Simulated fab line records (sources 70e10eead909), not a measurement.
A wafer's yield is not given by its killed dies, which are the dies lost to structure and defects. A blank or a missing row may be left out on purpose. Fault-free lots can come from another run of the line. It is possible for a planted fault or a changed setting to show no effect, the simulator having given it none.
One fault through the eyes of 2 desks + flow nand-harc + each desk holds nothing but its own numbers, with what lay behind them at the end

== THE TOOL OWNER'S DESK: rie-diel-04 ==
The tool's own readings at NHARC_A_CONTACT_ETCH_75 (etches the open film in CF4, target depth 39 nm, time 65 s): means of the sampled wafers that have a number, for each lot that ran on this tool. Marked OUT: a lot whose mean sits more than 4 standard deviations from the usual mean, which makes it out of limits; the brackets give that distance.
Columns: A = cf4-flow-sccm at NHARC_A_CONTACT_ETCH_75, usual 150.0 sccm; B = drypump-motor-current-A at NHARC_A_CONTACT_ETCH_75, usual 5.79 A; C = oes-product-au at NHARC_A_CONTACT_ETCH_75, usual 1.003 a.u.; D = rf-vpp-V at NHARC_A_CONTACT_ETCH_75, usual 151.6 V; E = showerhead-plenum-p-Torr at NHARC_A_CONTACT_ETCH_75, usual 1.79 Torr; F = throttle-valve-pct at NHARC_A_CONTACT_ETCH_75, usual 13.283 %
| lot  | first seen here | A     | B    | C                | D     | E    | F      |
|------|-----------------|-------|------|------------------|-------|------|--------|
| L421 | day 22 08:50    | 149.8 | 5.75 | 0.992            | 152.5 | 1.82 | 13.290 |
| L425 | day 23 16:18    | 150.0 | 5.58 | 1.002            | 152.5 | 1.87 | 13.284 |
| L428 | day 25 19:01    | 150.0 | 5.60 | 1.009            | 152.9 | 1.86 | 13.279 |
| L429 | day 25 19:26    | 150.2 | 5.67 | 1.000            | 152.3 | 1.82 | 13.279 |
| L433 | day 26 13:31    | 150.6 | 5.71 | 1.000            | 152.8 | 1.83 | 13.284 |
| L435 | day 27 13:44    | 149.3 | 5.78 | 0.999            | 152.1 | 1.82 | 13.288 |
| L434 | day 27 17:23    | 149.8 | 5.65 | 0.929 (-7.8) OUT | 152.5 | 1.85 | 13.286 |
| L438 | day 28 17:26    | 150.0 | 5.64 | 0.943 (-6.4) OUT | 152.4 | 1.85 | 13.277 |
| L440 | day 29 12:19    | 149.7 | 5.73 | 0.943 (-6.3) OUT | 151.3 | 1.81 | 13.280 |
This desk's finding: out of limits on L434, L438, L440; first on L434, day 27 17:23 (oes-product-au at NHARC_A_CONTACT_ETCH_75). Within limits: L421, L425, L428, L429, L433, L435.

== THE METROLOGY DESK ==
Lot by lot, what the gauges showed, no matter which tool ran the lot: averages of those sampled wafers that carry a number. Marked OUT: a lot whose mean sits more than 4 standard deviations from the usual mean, which makes it out of limits; the brackets give that distance.
Columns: A = overlay-x-nm at NHARC_A_CONTACT_OVL_MEAS_70, usual 0.1 nm; B = overlay-y-nm at NHARC_A_CONTACT_OVL_MEAS_70, usual 0.1 nm
| lot  | first seen here | A    | B    |
|------|-----------------|------|------|
| L422 | day 22 06:32    | 0.2  | 0.7  |
| L421 | day 22 08:38    | 0.3  | -0.2 |
| L424 | day 23 05:25    | -0.1 | -1.2 |
| L425 | day 23 16:07    | 1.0  | -0.1 |
| L427 | day 23 20:31    | 0.5  | -0.3 |
| L426 | day 25 00:41    | 0.7  | 1.3  |
| L428 | day 25 18:50    | -1.4 | 0.0  |
| L429 | day 25 19:15    | -0.7 | -0.8 |
| L430 | day 26 02:11    | -0.7 | 0.1  |
| L433 | day 26 13:19    | -2.0 | 1.3  |
| L435 | day 27 13:34    | -1.1 | 0.5  |
| L434 | day 27 17:11    | -0.7 | 0.3  |
| L438 | day 28 17:14    | 1.0  | -0.5 |
| L439 | day 28 17:48    | 0.3  | 0.3  |
| L440 | day 29 12:08    | 0.4  | 1.4  |
This desk's verdict: no lot among the 15 shows anything out of limits.

== PUT TOGETHER ==
On L434, L438, L440, at day 27 17:23, an alarm was possible from the tool owner's desk.
From the metrology desk's view, nothing was out of limits.
The metrology desk holds a record of L434, L438, L440, inside its limits.
The lots listed all ran NHARC_A_CONTACT_ETCH_75 on rie-diel-04.

== WHAT THE SIMULATOR HAD PUT IN ==
rie-diel-04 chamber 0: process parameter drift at NHARC_A_CONTACT_ETCH_75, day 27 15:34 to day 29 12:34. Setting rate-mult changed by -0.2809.
Struck lots among those shown: L434, L438, L440.
Hours from the fault's start to each desk's first reading out of limits: the tool owner's desk, 2.
